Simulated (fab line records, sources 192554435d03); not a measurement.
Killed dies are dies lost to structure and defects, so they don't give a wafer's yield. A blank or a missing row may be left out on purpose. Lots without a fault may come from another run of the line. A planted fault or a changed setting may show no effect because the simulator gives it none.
A struck lot beside a sound one | flow n5_finfet | 17 steps out of a route of 1938
Sound: wafers L380.3, L380.4, L380.6. Struck: wafers L371.2, L371.3, L371.4. The cause comes at the end.
At each step with rows: each side's tool, then ch and its chambers, then its first start. Under that, the readings that differ: sound wafers | struck wafers | difference of the means | sigmas: that difference in standard deviations of wafers without a fault.
alike: readings whose means differ by less than 2 such deviations, and words and numbers that are the same on both sides. not compared: withheld readings, readings that some wafer has no value for, bounds like >300 that may hide the same value, and numbers for which the record gives no deviation and whose values overlap.
The two part at a step that has a row with sigmas, a row that says differs or no value, or rows on one side only. Numbers that don't overlap but have no deviation are shown without sigmas and don't part them. A reading that every wafer of one side lacks parts them only if that side has two wafers or more.

first, 7 steps without rows for these wafers: N5_BEOL_M8_COAT_60 (time 60 s, resist thk 35 nm); N5_BEOL_M8_COAT_05 (resist thk 90 nm); N5_BEOL_M8_EBR_07; N5_BEOL_M8_SOFTBAKE_06 (time 60 s); N5_BEOL_M8_EXPOSE_08 (exposes mask M8); N5_BEOL_M8_PEB_09 (peb time 60 s); N5_BEOL_M8_DEVELOP_10 (develop time 30 s).
N5_BEOL_M8_CD_MEAS_11: target cd 38.5 nm.
  sound on cd_sem-01 ch 0, day 13 19:24; struck on cd_sem-01 ch 0, day 11 21:43
  alike: cd_nm
N5_BEOL_M8_OVL_MEAS_12:
  sound on overlay-02 ch 0, day 13 19:26; struck on overlay-01 ch 0, day 11 21:45
  reading     | sound          | struck       | difference | sigmas
  M8_OVL (nm) | -1.9 -1.7 -0.4 | -0.4 0.2 0.9 | +1.6       | +2
N5_BEOL_M8_INSPECT_13: inspects for defects (brightfield).
  sound on defect_inspect-02, day 13 19:27; struck on defect_inspect-02, day 11 21:46
  reading          | sound       | struck      | difference | sigmas
  raw_defect_count | 807 741 541 | 307 275 541 | -322       | -4
N5_BEOL_M8_DESCUM_16: chemistry O2, time 7.9 s.
  sound on rie_diel-03 ch 0,1,2, day 13 19:29; struck on rie_diel-04 ch 1,2,3, day 11 21:48
  alike: drypump_motor_current_A, oes_product_au, rf_vpp_V, showerhead_plenum_p_Torr, throttle_valve_pct
  not compared: rf_hours_counter_h
N5_BEOL_M8_ETCH_61: etches SiARC in CF4, target depth 45.5 nm, time 75.8 s.
  sound on rie_diel-03 ch 0,1,2, day 13 19:31; struck on rie_diel-04 ch 1,2,3, day 11 21:50
  alike: drypump_motor_current_A, etch_rf_on_time_s, oes_product_au, rf_fwd_power_W, rf_vpp_V, showerhead_plenum_p_Torr, throttle_valve_pct
  not compared: rf_hours_counter_h
N5_BEOL_M8_ETCH_62: etches SOC in N2/H2, target depth 110 nm, overetch 22 nm, time 165 s.
  sound on rie_diel-03 ch 0,1,2, day 13 19:35; struck on rie_diel-04 ch 1,2,3, day 11 21:54
  reading                                    | sound             | struck               | difference | sigmas
  rf_fwd_power_W (W)                         | 837.0 835.6 839.1 | 1038.8 1037.6 1040.5 | +201.7     | +72
  rf_vpp_V (V)                               | 522.8 526.1 523.8 | 487.2 487.0 491.1    | -35.8      | -17
  model.SiARC_of_BEOL_M8_COAT_60.thk_nm (nm) | 28.4 28.4 28.4    | 27.8 27.8 27.6       | -0.7       |
  model.BEOL_M8.cd_offset_nm (nm)            | -0.4 0 0.2        | 0.6 0.8 0.8          | +0.8       |
  alike: drypump_motor_current_A, oes_product_au, showerhead_plenum_p_Torr, throttle_valve_pct
  not compared: rf_hours_counter_h
then, 1 step without rows for these wafers: N5_BEOL_M8_STRIP_68 (strips in N2/H2).
N5_BEOL_M8_STRIP_67: strips in CF4.
  sound on rie_diel-03 ch 0,1,2, day 13 19:43; struck on rie_diel-04 ch 1,2,3, day 11 22:02
  alike: drypump_motor_current_A, oes_product_au, rf_vpp_V, showerhead_plenum_p_Torr, throttle_valve_pct
  not compared: rf_hours_counter_h
N5_BEOL_M8_HM_OPEN_17: chemistry Cl2/BCl3, target TiN, target depth 20 nm, overetch 6 nm.
  sound on rie_metal-01 ch 0,1, day 13 19:47; struck on rie_metal-03 ch 0,1, day 11 22:05
  reading                         | sound        | struck      | difference | sigmas
  model.BEOL_M8.cd_offset_nm (nm) | -0.2 0.2 0.4 | 0.6 0.8 0.8 | +0.6       |
  alike: drypump_motor_current_A, oes_product_au, throttle_valve_pct
  not compared: rf_hours_counter_h
N5_BEOL_M8_STRIP_19: strips in O2.
  sound on rie_diel-04 ch 0,2,3, day 13 19:54; struck on rie_diel-03 ch 0,3, day 11 22:11
  alike: drypump_motor_current_A, oes_product_au, rf_vpp_V, showerhead_plenum_p_Torr, throttle_valve_pct
  not compared: rf_hours_counter_h

WHERE THEY PART
First at N5_BEOL_M8_OVL_MEAS_12; last, within this record, at N5_BEOL_M8_ETCH_62. Later steps at which nothing parts them and some readings are alike: N5_BEOL_M8_STRIP_67, N5_BEOL_M8_HM_OPEN_17, N5_BEOL_M8_STRIP_19.

WHY: what the simulator had put in
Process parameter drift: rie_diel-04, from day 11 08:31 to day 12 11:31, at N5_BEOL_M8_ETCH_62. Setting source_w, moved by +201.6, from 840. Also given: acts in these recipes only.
